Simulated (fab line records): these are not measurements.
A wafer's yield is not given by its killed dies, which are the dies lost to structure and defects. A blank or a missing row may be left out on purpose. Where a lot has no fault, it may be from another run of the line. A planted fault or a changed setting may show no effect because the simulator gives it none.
The tool behind it: which one? || flow nand_harc || at 1 step of a route of 1302, 12 lots with 36 wafers sampled

== WHAT EACH GAUGE READ, for each wafer ==
NHARC_A_CONTACT_CD_MEAS_15.
{"lot": "L075", "measured": "day 23 07:31", "on": "cd_sem-01", "cd_nm (nm)": "189.5 190.0 190.3"}
{"lot": "L078", "measured": "day 23 22:40", "on": "cd_sem-01", "cd_nm (nm)": "191.0 191.5 190.4"}
{"lot": "L079", "measured": "day 24 04:54", "on": "cd_sem-02", "cd_nm (nm)": "189.7 190.6 189.1"}
{"lot": "L081", "measured": "day 25 00:13", "on": "cd_sem-02", "cd_nm (nm)": "190.7 190.3 189.7"}
{"lot": "L083", "measured": "day 26 20:22", "on": "cd_sem-02", "cd_nm (nm)": "189.5 190.2 190.3"}
{"lot": "L085", "measured": "day 27 03:38", "on": "cd_sem-01", "cd_nm (nm)": "189.5 189.3 189.5"}
{"lot": "L087", "measured": "day 28 05:41", "on": "cd_sem-01", "cd_nm (nm)": "191.2 190.1 190.8"}
{"lot": "L089", "measured": "day 28 17:28", "on": "cd_sem-02", "cd_nm (nm)": "190.7 189.6 188.8"}
{"lot": "L091", "measured": "day 29 11:40", "on": "cd_sem-03", "cd_nm (nm)": "190.1 190.8 190.5"}
{"lot": "L093", "measured": "day 30 03:41", "on": "cd_sem-01", "cd_nm (nm)": "190.2 189.8 191.1"}
{"lot": "L096", "measured": "day 30 19:49", "on": "cd_sem-01", "cd_nm (nm)": "189.6 190.3 190.7"}
{"lot": "L097", "measured": "day 31 20:39", "on": "cd_sem-03", "cd_nm (nm)": "190.2 189.5 190.1"}

== TOOL THAT RAN EACH LOT (tool first, then ch and the chambers of the sampled wafers, then the start) ==
Before these readings, the record contains no process step.

== THE ANSWER, worked out from the rows above alone ==
Rule: the lots themselves supply what counts as usual. The widest of any qualifying gaps counts: lots, ordered by their means at a reading, are off when they make up no more than a third of the lots, leave a main group of 4 or more, and stand apart from it by 3 or more times the standard deviation of that group's means. A main group whose means are all the same, to the digits that the tables above print for the reading, isn't used. Also off: a lot with no number at a reading for which 4 or more lots have one. The other lots that the step has rows for count as sound.
None of the lots is off at any reading shown; this tells nothing.

== WHAT WAS PUT IN BY THE SIMULATOR ==
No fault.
